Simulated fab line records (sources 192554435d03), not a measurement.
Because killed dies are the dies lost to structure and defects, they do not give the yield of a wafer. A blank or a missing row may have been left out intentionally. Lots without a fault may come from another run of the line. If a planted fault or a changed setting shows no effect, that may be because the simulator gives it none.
Chamber matching | flow n5-finfet | rie-diel-01 running N5_SD_EPI_N_ETCH_16: 4 sister chambers
The step etches SiO2 in CHF3/O2, target depth 5 nm. 18 wafers are shown with their chamber, then 9 later ones without.

WAFERS PAIRED WITH THEIR CHAMBERS
wafer  | chamber | rf-vpp-V (V) | throttle-valve-pct (%) | showerhead-plenum-p-Torr (Torr)
L078.1 | 3       | 531          | 18.86                  | 2.36
L078.2 | 0       | 537          | 18.70                  | 2.54
L078.3 | 1       | 532          | 19.22                  | 2.39
L079.2 | 1       | 535          | 19.22                  | 2.38
L079.4 | 0       | 536          | 18.74                  | 2.54
L079.5 | 1       | 533          | 19.22                  | 2.38
L080.1 | 2       | 502          | 18.54                  | 2.35
L080.4 | 0       | 536          | 18.71                  | 2.54
L080.5 | 2       | 504          | 18.54                  | 2.35
L082.1 | 1       | 534          | 19.23                  | 2.38
L082.3 | 0       | 536          | 18.74                  | 2.54
L082.4 | 2       | 502          | 18.56                  | 2.35
L085.2 | 2       | 502          | 18.55                  | 2.34
L085.4 | 0       | 536          | 18.72                  | 2.53
L085.6 | 1       | 534          | 19.25                  | 2.38
L087.1 | 1       | 535          | 19.27                  | 2.38
L087.2 | 0       | 537          | 18.75                  | 2.53
L087.3 | 3       | 530          | 18.88                  | 2.35

SIGNATURES, as means of the wafers listed above
reading                  | chamber 0 | chamber 1 | chamber 2 | chamber 3 | scatter within a chamber
rf-vpp-V                 | 536.33    | 533.83    | 502.50    | 530.50    | 0.913
throttle-valve-pct       | 18.7267   | 19.2350   | 18.5475   | 18.8700   | 0.018
showerhead-plenum-p-Torr | 2.5367    | 2.3817    | 2.3475    | 2.3550    | 0.00494
Rule: for a wafer and a chamber, the distance is found by dividing, reading by reading, the gap between the wafer's reading and the chamber's mean by the reading's scatter, squaring, summing and taking the root. The wafer belongs to the nearest chamber; if the next one is less than 2 further off, it can't be placed. The scatter is the square root of a quotient: the sum, over the shown wafers, of each reading's squared deviation from its chamber's mean, divided by wafers minus chambers.

WAFERS WHOSE CHAMBER IS MISSING
wafer  | rf-vpp-V (V) | throttle-valve-pct (%) | showerhead-plenum-p-Torr (Torr)
L087.4 | 503          | 18.56                  | 2.34
L087.5 | 535          | 19.25                  | 2.38
L087.6 | 501          | 18.55                  | 2.34
L089.1 | 502          | 18.58                  | 2.34
L089.2 | 532          | 18.88                  | 2.35
L089.3 | 534          | 19.28                  | 2.38
L089.4 | 537          | 18.75                  | 2.53
L089.5 | 503          | 18.58                  | 2.34
L089.6 | 531          | 18.88                  | 2.35

CHAMBER TAKEN BY EACH
wafer  | from the rows above | in truth
L087.4 | 2                   | 2
L087.5 | 1                   | 1
L087.6 | 2                   | 2
L089.1 | 2                   | 2
L089.2 | 3                   | 3
L089.3 | 1                   | 1
L089.4 | 0                   | 0
L089.5 | 2                   | 2
L089.6 | 3                   | 3
Correctly placed: 9 of 9. Can't be placed from these rows: 0. Number placed wrongly: 0.
